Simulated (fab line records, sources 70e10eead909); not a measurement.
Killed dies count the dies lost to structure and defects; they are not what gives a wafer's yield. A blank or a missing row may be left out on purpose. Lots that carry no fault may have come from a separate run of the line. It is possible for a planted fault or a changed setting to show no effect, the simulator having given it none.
Chamber matching || flow nandHarc || 3 sister chambers for NHARC_A_ONON_D2_DEP_33 on pecvd-04
The step deposits SiO2, target thk 200 nm. 6 wafers are shown with their chamber, then 6 later ones without.

## WAFERS WITH THEIR CHAMBER
{"wafer": "L584.1", "chamber": 0, "throttleValvePct (%)": 14.9, "heaterPowerW (W)": 630}
{"wafer": "L584.5", "chamber": 0, "throttleValvePct (%)": 15.1, "heaterPowerW (W)": 619}
{"wafer": "L586.2", "chamber": 2, "throttleValvePct (%)": 15.9, "heaterPowerW (W)": 622}
{"wafer": "L586.5", "chamber": 1, "throttleValvePct (%)": 16.0, "heaterPowerW (W)": 741}
{"wafer": "L587.2", "chamber": 2, "throttleValvePct (%)": 15.9, "heaterPowerW (W)": 588}
{"wafer": "L587.3", "chamber": 1, "throttleValvePct (%)": 16.1, "heaterPowerW (W)": 706}

## WAFERS WITHOUT THEIR CHAMBER
{"wafer": "L587.6", "throttleValvePct (%)": 16.3, "heaterPowerW (W)": 595}
{"wafer": "L597.1", "throttleValvePct (%)": 14.6, "heaterPowerW (W)": 615}
{"wafer": "L597.2", "throttleValvePct (%)": 16.2, "heaterPowerW (W)": 615}
{"wafer": "L600.3", "throttleValvePct (%)": 16.5, "heaterPowerW (W)": 716}
{"wafer": "L600.4", "throttleValvePct (%)": 14.6, "heaterPowerW (W)": 533}
{"wafer": "L600.6", "throttleValvePct (%)": 15.7, "heaterPowerW (W)": 519}

## WHICH CHAMBER EACH WENT THROUGH
{"wafer": "L587.6", "from the rows above": 2, "in truth": 2}
{"wafer": "L597.1", "from the rows above": 0, "in truth": 0}
{"wafer": "L597.2", "from the rows above": 2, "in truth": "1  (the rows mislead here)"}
{"wafer": "L600.3", "from the rows above": 1, "in truth": 1}
{"wafer": "L600.4", "from the rows above": 0, "in truth": 0}
{"wafer": "L600.6", "from the rows above": 2, "in truth": 2}
Correctly placed: 5 of 6. Not placeable from these rows: 0. 1 placed wrongly.
How it was worked out, from the rows above alone: a wafer's distance from a chamber is the root of the sum, over the readings, of the square of ((its reading less the chamber's mean) divided by the reading's scatter). The wafer belongs to the nearest chamber; if the next one is less than 2 further off, it can't be placed. For every chamber, the mean is computed from those of its wafers that are shown. The scatter is the square root of a quotient: the sum, over the shown wafers, of each reading's squared deviation from its chamber's mean, divided by wafers minus chambers.
